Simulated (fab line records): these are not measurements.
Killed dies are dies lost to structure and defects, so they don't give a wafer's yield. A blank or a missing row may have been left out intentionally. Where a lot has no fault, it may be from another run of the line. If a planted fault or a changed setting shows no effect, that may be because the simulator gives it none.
Chamber matching ; flow n5Finfet ; N5_BEOL_M5_PRE_CLEAN_77 on cvdCo-01: 3 sister chambers
The step time 15 s. 3 wafers are shown with their chamber, then 12 later ones without.

## EACH WAFER AND ITS CHAMBER
wafer;chamber;heaterPowerW (W)
L092.4;2;86
L091.4;1;85
L091.5;0;93

## WAFERS WITHOUT THEIR CHAMBER
wafer;heaterPowerW (W)
L094.2;85
L094.3;85
L094.4;84
L093.2;86
L093.3;89
L093.6;91
L095.1;87
L095.2;89
L095.6;84
L097.4;93
L097.5;85
L097.6;86

## CHAMBER TAKEN BY EACH
wafer;from the rows above;in truth
L094.2;can't be placed: 1 or 2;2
L094.3;can't be placed: 1 or 2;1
L094.4;can't be placed: 1 or 2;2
L093.2;can't be placed: 2 or 1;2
L093.3;can't be placed: 2 or 0 or 1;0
L093.6;0;0
L095.1;can't be placed: 2 or 1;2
L095.2;can't be placed: 2 or 0 or 1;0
L095.6;can't be placed: 1 or 2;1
L097.4;0;0
L097.5;can't be placed: 1 or 2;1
L097.6;can't be placed: 2 or 1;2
Correctly placed: 2 of 12. From these rows, 10 cannot be placed; in 10 the true chamber is one of the candidates. Placed wrongly: 0.
How it was worked out, from the rows above alone: a wafer's distance from a chamber is the root of the sum, over the readings, of the square of ((its reading less the chamber's mean) divided by the reading's scatter). The wafer belongs to the nearest chamber; if the next one is less than 2 further off, it can't be placed. Each chamber's mean is taken over the wafers shown for it. The scatter: root of mean squared gap, hidden wafer to nearest shown wafer, with one shown wafer a chamber.
